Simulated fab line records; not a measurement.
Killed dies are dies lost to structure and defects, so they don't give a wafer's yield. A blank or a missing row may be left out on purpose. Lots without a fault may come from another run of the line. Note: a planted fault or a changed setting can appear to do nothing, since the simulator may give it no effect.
fab line records -- flow n5Finfet
[record] lots = 7, wafers = 39
route steps=1938 shown FIN_CUT@173 DUMMY_GATE@237 HKMG_FIN@395
startH: hours from the record's first day to the start of the lot's first wafer shown -- waitH: how many hours have passed since the lot's step before this one -- " the same as in the row above -- L1.1+2: a row that stands for several wafers -- - no value, or no start was given -- * or withheld: withheld -- < > ~ a bound
route shown NAME@n: NAME is a module with steps in the file, n the number in the route of the first one -- usual: the fault-free wafers' mean and standard deviation -- same: alike in all rows -- chamber/n: place in a boat -- sites: each site's reading -- _std_site: standard deviation across them -- _edge_site: inner sites' mean taken away from outer sites' mean -- radiusMm: how far each site lies from the wafer's centre -- mask NAME#n: copy n -- behind: the most recent tool/chamber to have shaped the wafer -- hold: what put the lot on hold/how long, in hours/how the hold closed -- device: which transistor (n, p or np) failed to switch -- end of line: the tests these same wafers got at the end of their route -- a step given without rows: its recipe and nothing more -- killed: the dies lost at the first sort to structure and to defects; this is not the yield of the wafer -- map: the dies of a wafer, with x for killed, . for not killed, _ for no die there
set.NAME: the setting that was run; set.NAME@STEP: the one run at that earlier step -- model.NAME: the simulator's own value behind a step, which no gauge read
one table per step and one row per wafer, for lots whose settings were changed on purpose
[[steps]]
[step N5_FIN_CUT_CUT_ETCH_26]
[recipe] chemistry = CH3F/O2, target = SiNx, targetDepthA = 390, maskMaterial = SOC, timeS = 55.7, pressureMtorr = 30, sourceW = 395, biasW = 73, Ar_flow_sccm = 150, CH3F_flow_sccm = 30, O2_flow_sccm = 20, ionEnergyEv = 120
[usual] rfVppV = 296.3/2.6
lot.wafer,tool,chamber,startH,waitH,set.sourceW,rfVppV
L074.1,rieDiel-03,1,28.92,0.0,458.7,280.9
L074.2,rieDiel-03,0,28.92,0.0,395,297.7
L074.3,rieDiel-03,2,28.92,0.0,395,295.8
L074.4,rieDiel-03,3,28.92,0.0,458.7,277.1
L074.5,rieDiel-03,1,28.92,0.0,395,300.8
L074.6,rieDiel-03,0,28.92,0.0,458.7,275.7
L075.1,rieDiel-06,2,34.56,0.0,395,293.2
L075.2,rieDiel-06,1,34.56,0.0,395,301.4
L075.3,rieDiel-06,3,34.56,0.0,395,297.0
L075.4,rieDiel-06,1,34.56,0.0,395,301.8
L075.5,rieDiel-06,2,34.56,0.0,395,294.2
L075.6,rieDiel-06,3,34.56,0.0,395,296.0
L083.1,rieDiel-06,3,82.70,0.0,395,296.4
L083.2,rieDiel-06,0,82.70,0.0,395,292.9
L083.3,rieDiel-06,2,82.70,0.0,367.4,304.3
L083.4,rieDiel-06,1,82.70,0.0,367.4,310.4
L083.5,rieDiel-06,1,82.70,0.0,367.4,310.6
L083.6,rieDiel-06,0,82.70,0.0,395,294.5
L084.1,rieDiel-03,3,87.36,0.0,395,296.4
L084.2,rieDiel-03,2,87.36,0.0,395,294.7
L084.5,rieDiel-03,3,87.36,0.0,395,295.4
L085.1,rieDiel-02,0,93.14,0.0,395,293.6
L085.2,rieDiel-02,2,93.14,0.0,395,297.6
L085.3,rieDiel-02,3,93.14,0.0,333.7,317.2
L085.4,rieDiel-02,0,93.14,0.0,395,293.9
L085.5,rieDiel-02,2,93.14,0.0,333.7,322.9
L085.6,rieDiel-02,3,93.14,0.0,333.7,318.8
L089.1,rieDiel-02,1,118.25,0.0,395,295.9
L089.2,rieDiel-02,3,118.25,0.0,395,294.3
L089.3,rieDiel-02,2,118.25,0.0,395,298.5
L089.4,rieDiel-02,3,118.25,0.0,395,293.6
L089.5,rieDiel-02,1,118.25,0.0,395,296.4
L089.6,rieDiel-02,2,118.25,0.0,395,298.2
L091.1,rieDiel-02,1,129.03,0.0,395,296.9
L091.2,rieDiel-02,0,129.03,0.0,358.2,307.4
L091.3,rieDiel-02,3,129.03,0.0,395,293.7
L091.4,rieDiel-02,2,129.03,0.0,395,298.2
L091.5,rieDiel-02,3,129.03,0.0,358.2,309.1
L091.6,rieDiel-02,0,129.03,0.0,358.2,307.5
[step N5_DUMMY_GATE_ETCH_37]
[recipe] chemistry = N2/H2, target = SOC, targetDepthA = 600, overetchA = 300, tempC = 40, ionEnergyEv = 200, pressureMtorr = 30, sourceW = 840, biasW = 150, n2FlowSccm = 200, h2FlowSccm = 200
[usual] rfVppV = 523.7/2.6
lot.wafer,tool,chamber,startH,waitH,set.sourceW,rfVppV,model.SiARC_of_DUMMY_GATE_COAT_35.thkNm
L074.1,rieDiel-03,3,48.09,0.0,840,518.3,5.2
L074.2,rieDiel-03,1,48.09,0.0,924.8,510.2,4.6
L074.3,rieDiel-03,2,48.09,0.0,924.8,506.1,4.8
L074.4,rieDiel-03,2,48.09,0.0,840,519.6,5.2
L074.5,rieDiel-03,3,48.09,0.0,840,520.4,5.2
L074.6,rieDiel-03,1,48.09,0.0,924.8,510.7,4.6
L075.1,rieDiel-06,3,55.06,0.0,840,524.7,5
L075.2,rieDiel-06,0,55.06,0.0,764,540.3,5.4
L075.3,rieDiel-06,1,55.06,0.0,764,544.3,5.4
L075.4,rieDiel-06,2,55.06,0.0,840,520.6,5
L075.5,rieDiel-06,0,55.06,0.0,764,538.3,5.4
L075.6,rieDiel-06,1,55.06,0.0,840,527.2,5
L083.1,rieDiel-03,0,100.95,0.0,840,522.9,5.2
L083.2,rieDiel-03,3,100.95,0.0,840,519.6,5.2
L083.3,rieDiel-03,2,100.95,0.0,955.5,498.4,4.8
L083.4,rieDiel-03,2,100.95,0.0,840,520.2,5.2
L083.5,rieDiel-03,3,100.95,0.0,955.5,498.2,5
L083.6,rieDiel-03,0,100.95,0.0,955.5,502.1,4.8
L084.1,rieDiel-02,3,106.00,0.0,840,521.4,5
L084.2,rieDiel-02,1,106.00,0.0,840,525.4,5
L084.5,rieDiel-02,1,106.00,0.0,840,527.6,5
L085.1,rieDiel-03,1,111.50,0.0,840,526.4,4.8
L085.2,rieDiel-03,0,111.50,0.0,840,523.0,5
L085.3,rieDiel-03,2,111.50,0.0,795.4,529.4,5.2
L085.4,rieDiel-03,1,111.50,0.0,795.4,537.3,5
L085.5,rieDiel-03,2,111.50,0.0,840,520.0,5
L085.6,rieDiel-03,0,111.50,0.0,795.4,531.9,5.2
L089.1,rieDiel-06,3,137.61,0.0,888.2,514.0,4.8
L089.2,rieDiel-06,0,137.61,0.0,888.2,513.8,4.8
L089.3,rieDiel-06,2,137.61,0.0,840,520.1,5
L089.4,rieDiel-06,1,137.61,0.0,840,526.9,5
L089.5,rieDiel-06,3,137.61,0.0,888.2,514.1,4.8
L089.6,rieDiel-06,2,137.61,0.0,840,520.0,5
L091.1,rieDiel-02,2,147.10,0.0,727.9,551.4,5.4
L091.2,rieDiel-02,3,147.10,0.0,840,522.7,5
L091.3,rieDiel-02,0,147.10,0.0,727.9,547.8,5.4
L091.4,rieDiel-02,1,147.10,0.0,840,523.9,5.2
L091.5,rieDiel-02,1,147.10,0.0,840,524.2,5.2
L091.6,rieDiel-02,2,147.10,0.0,727.9,553.7,5.4
[step N5_HKMG_FIN_EXPOSE_46]
[recipe] maskId = NDIPOLE, na = 1.35, sourceShape = conventional, sigmaOuter = 0.8, polarization = unpolarized, doseMj = 40
lot.wafer,tool,chamber,startH,waitH,mask,set.doseMj
L074.1+2+3+4+5+6,arfiScanner-02,0,71.62,-,NDIPOLE#0,40
L075.1+2+4,arfiScanner-01,0,79.93,-,NDIPOLE#0,38.53
L075.3+5+6,arfiScanner-01,0,79.93,-,NDIPOLE#0,40
L083.1+2+5,arfiScanner-02,0,125.07,-,NDIPOLE#0,40
L083.3+4+6,arfiScanner-02,0,125.07,-,NDIPOLE#0,41.97
L084.1+2+5,arfiScanner-03,0,131.26,-,NDIPOLE#0,40
L085.1+3+4,arfiScanner-03,0,137.86,-,NDIPOLE#0,40
L085.2+5+6,arfiScanner-03,0,137.86,-,NDIPOLE#0,41.24
L089.1+2+4,arfiScanner-02,0,162.67,-,NDIPOLE#0,40
L089.3+5+6,arfiScanner-02,0,162.67,-,NDIPOLE#0,42.12
L091.1+4+5,arfiScanner-03,0,174.75,-,NDIPOLE#0,40
L091.2+3+6,arfiScanner-03,0,174.75,-,NDIPOLE#0,41.18
[step N5_HKMG_FIN_PEB_47]
[recipe] pebTempC = withheld, pebTimeS = 60, resist = CAR-ArF
[step N5_HKMG_FIN_DEVELOP_48]
[recipe] developTimeS = 30, developer = TMAH, resist = CAR-ArF, rinseLiquid = diw, dry = airSpin, devTempC = 23
[step N5_HKMG_FIN_CD_MEAS_49]
[recipe] targetCdNm = 202, landingEnergyEv = 500, detector = seInlens, polarity = opening
[usual] cdNm = 202.4/0.61
lot.wafer,tool,chamber,startH,waitH,set.doseMj@HKMG_FIN_EXPOSE_46,cdNm
L074.1,cdSem-03,0,71.74,-,40,202.6
L074.2,cdSem-03,0,71.74,-,40,202.1
L074.3,cdSem-03,0,71.74,-,40,202.5
L074.4,cdSem-03,0,71.74,-,40,201.7
L074.5,cdSem-03,0,71.74,-,40,202.3
L074.6,cdSem-03,0,71.74,-,40,201.4
L075.1,cdSem-01,0,80.06,-,38.53,200.1
L075.2,cdSem-01,0,80.06,-,38.53,200.1
L075.3,cdSem-01,0,80.06,-,40,202.3
L075.4,cdSem-01,0,80.06,-,38.53,200.5
L075.5,cdSem-01,0,80.06,-,40,201.9
L075.6,cdSem-01,0,80.06,-,40,202.2
L083.1,cdSem-03,0,125.19,-,40,202.3
L083.2,cdSem-03,0,125.19,-,40,202.0
L083.3,cdSem-03,0,125.19,-,41.97,205.3
L083.4,cdSem-03,0,125.19,-,41.97,204.6
L083.5,cdSem-03,0,125.19,-,40,201.9
L083.6,cdSem-03,0,125.19,-,41.97,204.9
L084.1,cdSem-03,0,131.38,-,40,202.1
L084.2,cdSem-03,0,131.38,-,40,201.8
L084.5,cdSem-03,0,131.38,-,40,201.6
L085.1,cdSem-01,0,137.99,-,40,201.6
L085.2,cdSem-01,0,137.99,-,41.24,203.2
L085.3,cdSem-01,0,137.99,-,40,201.6
L085.4,cdSem-01,0,137.99,-,40,202.0
L085.5,cdSem-01,0,137.99,-,41.24,203.2
L085.6,cdSem-01,0,137.99,-,41.24,204.0
L089.1,cdSem-02,0,162.79,-,40,203.5
L089.2,cdSem-02,0,162.79,-,40,203.0
L089.3,cdSem-02,0,162.79,-,42.12,205.1
L089.4,cdSem-02,0,162.79,-,40,203.5
L089.5,cdSem-02,0,162.79,-,42.12,205.9
L089.6,cdSem-02,0,162.79,-,42.12,205.8
L091.1,cdSem-02,0,174.87,-,40,201.5
L091.2,cdSem-02,0,174.87,-,41.18,203.7
L091.3,cdSem-02,0,174.87,-,41.18,203.6
L091.4,cdSem-02,0,174.87,-,40,202.4
L091.5,cdSem-02,0,174.87,-,40,202.5
L091.6,cdSem-02,0,174.87,-,41.18,204.2
[step N5_HKMG_FIN_ETCH_58]
[recipe] chemistry = N2/H2, target = SOC, targetDepthA = 2158, ionEnergyEv = 50, biasW = 13, timeS = 741, pressureMtorr = 30, sourceW = 875, n2FlowSccm = 200, h2FlowSccm = 200
[usual] rfVppV = 99.2/0.92
lot.wafer,tool,chamber,startH,waitH,set.biasW,rfVppV,model.SOC_of_HKMG_FIN_COAT_41.thkNm,model.etch.depthNm,model.HKMG_FIN.featureDepthNm
L074.1,rieDiel-01,2,72.13,0.0,14.52,106.4,74.8,225.4,225.4
L074.2,rieDiel-01,1,72.13,0.0,14.52,106.1,74.2,226.9,226.8
L074.3,rieDiel-01,0,72.13,0.0,14.52,106.3,75.8,225.7,225.6
L074.4,rieDiel-01,3,72.13,0.0,13,100.7,80.8,219.6,219.6
L074.5,rieDiel-01,1,72.13,0.0,13,98.4,83,217.5,217.4
L074.6,rieDiel-01,2,72.13,0.0,13,98.2,85.8,214.3,214.4
L075.1,rieDiel-04,1,80.45,0.0,13,98.5,86,213.5,213.4
L075.2,rieDiel-04,3,80.45,0.0,13,100.4,90.6,209.7,209.8
L075.3,rieDiel-04,0,80.45,0.0,13,98.8,89,211,211
L075.4,rieDiel-04,2,80.45,0.0,13,98.4,88.8,211.1,211.2
L075.5,rieDiel-04,0,80.45,0.0,13,98.3,87.4,212.4,212.4
L075.6,rieDiel-04,1,80.45,0.0,13,99.0,86.4,213.5,213.6
L083.1,rieDiel-05,3,125.58,0.0,13,97.6,80.6,218.7,218.8
L083.2,rieDiel-05,1,125.58,0.0,15.26,109.8,68.6,231.2,231.2
L083.3,rieDiel-05,0,125.58,0.0,13,100.5,86.2,213.1,213
L083.4,rieDiel-05,2,125.58,0.0,15.26,111.6,68.8,231,231
L083.5,rieDiel-05,3,125.58,0.0,13,98.1,79,219.3,219.2
L083.6,rieDiel-05,2,125.58,0.0,15.26,110.1,67.8,231.8,231.8
L084.1,rieDiel-05,2,131.77,0.0,13,100.7,83.2,216.3,216.4
L084.2,rieDiel-05,1,131.77,0.0,13,100.3,82.4,216.6,216.6
L084.5,rieDiel-05,1,131.77,0.0,13,99.6,84.4,216.2,216.2
L085.1,rieDiel-04,0,138.66,0.0,14.5,107.6,81.2,219,219
L085.2,rieDiel-04,1,138.66,0.0,13,100.2,87.6,211.9,211.8
L085.3,rieDiel-04,3,138.66,0.0,13,100.5,84.4,215.2,215.2
L085.4,rieDiel-04,2,138.66,0.0,14.5,105.6,79.8,220.2,220.2
L085.5,rieDiel-04,1,138.66,0.0,14.5,105.5,79.4,220.9,221
L085.6,rieDiel-04,0,138.66,0.0,13,99.2,89.6,210.4,210.4
L089.1,rieDiel-04,2,163.18,0.0,13,99.3,87.2,211,211
L089.2,rieDiel-04,3,163.18,0.0,13,100.0,80.8,217.4,217.4
L089.3,rieDiel-04,1,163.18,0.0,11.37,90.3,94,203.4,203.4
L089.4,rieDiel-04,1,163.18,0.0,11.37,92.5,98.8,199.6,199.6
L089.5,rieDiel-04,2,163.18,0.0,11.37,90.0,96.6,201.9,201.8
L089.6,rieDiel-04,3,163.18,0.0,13,99.0,81,217.4,217.4
L091.1,rieDiel-04,1,175.30,0.0,13,97.4,87.8,212.2,212.2
L091.2,rieDiel-04,3,175.30,0.0,12.29,95.2,89.4,210.9,210.8
L091.3,rieDiel-04,2,175.30,0.0,13,99.7,86.8,212.7,212.8
L091.4,rieDiel-04,1,175.30,0.0,12.29,95.8,91.4,208.1,208
L091.5,rieDiel-04,3,175.30,0.0,13,99.3,82.6,217.6,217.6
L091.6,rieDiel-04,2,175.30,0.0,12.29,95.5,92.4,208.2,208.2
[step N5_HKMG_FIN_STRIP_93]
[recipe] chemistry = N2/H2, material = SOC, timeS = 20, powerW = 500, tempC = 40, pressureMtorr = 50, rfFrequencyHz = 6e+07, biasPowerW = 8, h2Frac = 0.5, n2FlowSccm = 300, h2FlowSccm = 300
lot.wafer,tool,chamber,startH,waitH,set.biasW@HKMG_FIN_ETCH_58,model.SOC_of_HKMG_FIN_COAT_41.thkNm
L074.1,rieDiel-01,2,72.56,0.2,14.52,64.8
L074.2,rieDiel-01,1,72.56,0.2,14.52,63.8
L074.3,rieDiel-01,0,72.56,0.2,14.52,65.8
L074.4,rieDiel-01,3,72.56,0.2,13,70.2
L074.5,rieDiel-01,1,72.56,0.2,13,72.6
L074.6,rieDiel-01,2,72.56,0.2,13,75.8
L075.1,rieDiel-04,1,80.88,0.2,13,76
L075.2,rieDiel-04,3,80.88,0.2,13,80.6
L075.3,rieDiel-04,0,80.88,0.2,13,79.2
L075.4,rieDiel-04,2,80.88,0.2,13,78.8
L075.5,rieDiel-04,0,80.88,0.2,13,77.6
L075.6,rieDiel-04,1,80.88,0.2,13,76.4
L083.1,rieDiel-05,3,126.01,0.2,13,70.2
L083.2,rieDiel-05,1,126.01,0.2,15.26,58.4
L083.3,rieDiel-05,0,126.01,0.2,13,76
L083.4,rieDiel-05,2,126.01,0.2,15.26,58.8
L083.5,rieDiel-05,3,126.01,0.2,13,68.6
L083.6,rieDiel-05,2,126.01,0.2,15.26,57.6
L084.1,rieDiel-05,2,132.20,0.2,13,73
L084.2,rieDiel-05,1,132.20,0.2,13,72
L084.5,rieDiel-05,1,132.20,0.2,13,74.2
L085.1,rieDiel-04,0,139.09,0.2,14.5,71.4
L085.2,rieDiel-04,1,139.09,0.2,13,77.6
L085.3,rieDiel-04,3,139.09,0.2,13,74.2
L085.4,rieDiel-04,2,139.09,0.2,14.5,69.8
L085.5,rieDiel-04,1,139.09,0.2,14.5,69.4
L085.6,rieDiel-04,0,139.09,0.2,13,79.8
L089.1,rieDiel-04,2,163.61,0.2,13,77
L089.2,rieDiel-04,3,163.61,0.2,13,70.4
L089.3,rieDiel-04,1,163.61,0.2,11.37,84
L089.4,rieDiel-04,1,163.61,0.2,11.37,88.6
L089.5,rieDiel-04,2,163.61,0.2,11.37,86.4
L089.6,rieDiel-04,3,163.61,0.2,13,70.6
L091.1,rieDiel-04,1,175.72,0.2,13,77.6
L091.2,rieDiel-04,3,175.72,0.2,12.29,79
L091.3,rieDiel-04,2,175.72,0.2,13,76.8
L091.4,rieDiel-04,1,175.72,0.2,12.29,81.4
L091.5,rieDiel-04,3,175.72,0.2,13,72.2
L091.6,rieDiel-04,2,175.72,0.2,12.29,82.2
[step N5_HKMG_FIN_ETCH_35]
[recipe] chemistry = N2/H2, target = SOC, targetDepthA = 2158, ionEnergyEv = 65, biasW = 5, sourceW = 3000, timeS = 243.4, pressureMtorr = 30, n2FlowSccm = 200, h2FlowSccm = 200
lot.wafer,tool,chamber,startH,waitH,set.targetDepthA,model.HKMG_FIN.featureDepthNm,model.SOC_of_HKMG_FIN_COAT_29.thkNm,model.etch.depthNm
L074.1,rieDiel-05,1,75.58,0.0,2237,224,76.2,224
L074.2,rieDiel-05,2,75.58,0.0,2237,223.2,76.4,223.2
L074.3,rieDiel-05,0,75.58,0.0,2158,210.8,88.8,210.9
L074.4,rieDiel-05,3,75.58,0.0,2158,217,82.2,217
L074.5,rieDiel-05,0,75.58,0.0,2158,211.6,87.6,211.5
L074.6,rieDiel-05,3,75.58,0.0,2237,224.8,75.4,224.8
L075.1,rieDiel-04,3,88.63,0.0,2158,212.2,87.8,212.1
L075.2,rieDiel-04,1,88.63,0.0,2158,214.6,85.6,214.6
L075.3,rieDiel-04,0,88.63,0.0,2158,209.8,89.8,209.8
L075.4,rieDiel-04,2,88.63,0.0,1926,189.4,110.4,189.4
L075.5,rieDiel-04,2,88.63,0.0,1926,190,109.2,190.1
L075.6,rieDiel-04,3,88.63,0.0,1926,187.8,113,187.9
L083.1,rieDiel-01,2,128.83,0.0,2158,211.4,87,211.4
L083.2,rieDiel-01,3,128.83,0.0,1915,193.8,105.4,193.8
L083.3,rieDiel-01,0,128.83,0.0,1915,191.6,107.4,191.6
L083.4,rieDiel-01,1,128.83,0.0,2158,214,85.2,214.1
L083.5,rieDiel-01,1,128.83,0.0,2158,216.4,82.2,216.4
L083.6,rieDiel-01,0,128.83,0.0,1915,191.2,107.8,191.2
L084.1,rieDiel-04,2,135.14,0.0,2158,210.8,89.2,210.9
L084.2,rieDiel-04,0,135.14,0.0,2158,207,92.8,207
L084.5,rieDiel-04,2,135.14,0.0,2158,210.2,89.6,210.3
L085.1,rieDiel-01,2,142.53,0.0,2158,212.8,87.4,212.8
L085.2,rieDiel-01,0,142.53,0.0,2158,214.6,85.4,214.7
L085.3,rieDiel-01,3,142.53,0.0,2158,218.2,82.8,218.2
L085.4,rieDiel-01,1,142.53,0.0,2158,217,82.6,217
L085.5,rieDiel-01,2,142.53,0.0,2158,211.6,88.6,211.6
L085.6,rieDiel-01,3,142.53,0.0,2158,218.4,81.4,218.5
L089.1,rieDiel-01,0,166.59,0.0,2158,215.4,84.4,215.3
L089.2,rieDiel-01,1,166.59,0.0,2256,226.4,73.6,226.4
L089.3,rieDiel-01,2,166.59,0.0,2158,215,84.2,214.9
L089.4,rieDiel-01,3,166.59,0.0,2158,219.4,80.6,219.4
L089.5,rieDiel-01,0,166.59,0.0,2256,227.2,71.6,227.2
L089.6,rieDiel-01,3,166.59,0.0,2256,227.4,71.2,227.5
L091.1,rieDiel-01,1,179.28,0.0,2432,242.2,56.6,242.2
L091.2,rieDiel-01,3,179.28,0.0,2432,243.4,55.4,243.4
L091.3,rieDiel-01,0,179.28,0.0,2158,214,84.8,213.9
L091.4,rieDiel-01,2,179.28,0.0,2158,214.2,84.8,214.1
L091.5,rieDiel-01,0,179.28,0.0,2158,213.8,86,213.8
L091.6,rieDiel-01,3,179.28,0.0,2432,246,52.8,246.1
[[key]]
[split] step = N5_FIN_CUT_CUT_ETCH_26, setting = sourceW, stated = 395, by = wafer
[response] step = N5_FIN_CUT_CUT_ETCH_26, reading = rfVppV, change = -1.44, per = 1%, r = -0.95
[split] step = N5_DUMMY_GATE_ETCH_37, setting = sourceW, stated = 840, by = wafer
[response] step = N5_DUMMY_GATE_ETCH_37, reading = rfVppV, change = -1.66, per = 1%, r = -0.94
[response] step = N5_DUMMY_GATE_ETCH_37, reading = model.SiARC_of_DUMMY_GATE_COAT_35.thkNm, change = -0.0316, per = 1%, r = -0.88
[split] step = N5_HKMG_FIN_EXPOSE_46, setting = doseMj, stated = 40, by = wafer
[response] step = N5_HKMG_FIN_CD_MEAS_49, reading = cdNm, change = +0.519, per = 1%, r = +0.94
[split] step = N5_HKMG_FIN_ETCH_58, setting = biasW, stated = 13, by = wafer
[response] step = N5_HKMG_FIN_ETCH_58, reading = rfVppV, change = +0.64, per = 1%, r = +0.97
[response] step = N5_HKMG_FIN_ETCH_58, reading = model.SOC_of_HKMG_FIN_COAT_41.thkNm, change = -0.805, per = 1%, r = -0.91
[response] step = N5_HKMG_FIN_ETCH_58, reading = model.etch.depthNm, change = +0.841, per = 1%, r = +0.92
[response] step = N5_HKMG_FIN_ETCH_58, reading = model.HKMG_FIN.featureDepthNm, change = +0.842, per = 1%, r = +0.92
[response] step = N5_HKMG_FIN_STRIP_93, reading = model.SOC_of_HKMG_FIN_COAT_41.thkNm, change = -0.8, per = 1%, r = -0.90
[split] step = N5_HKMG_FIN_ETCH_35, setting = targetDepthA, stated = 2158, by = wafer
[response] step = N5_HKMG_FIN_ETCH_35, reading = model.HKMG_FIN.featureDepthNm, change = +2.19, per = 1%, r = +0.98
[response] step = N5_HKMG_FIN_ETCH_35, reading = model.SOC_of_HKMG_FIN_COAT_29.thkNm, change = -2.21, per = 1%, r = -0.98
[response] step = N5_HKMG_FIN_ETCH_35, reading = model.etch.depthNm, change = +2.19, per = 1%, r = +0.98
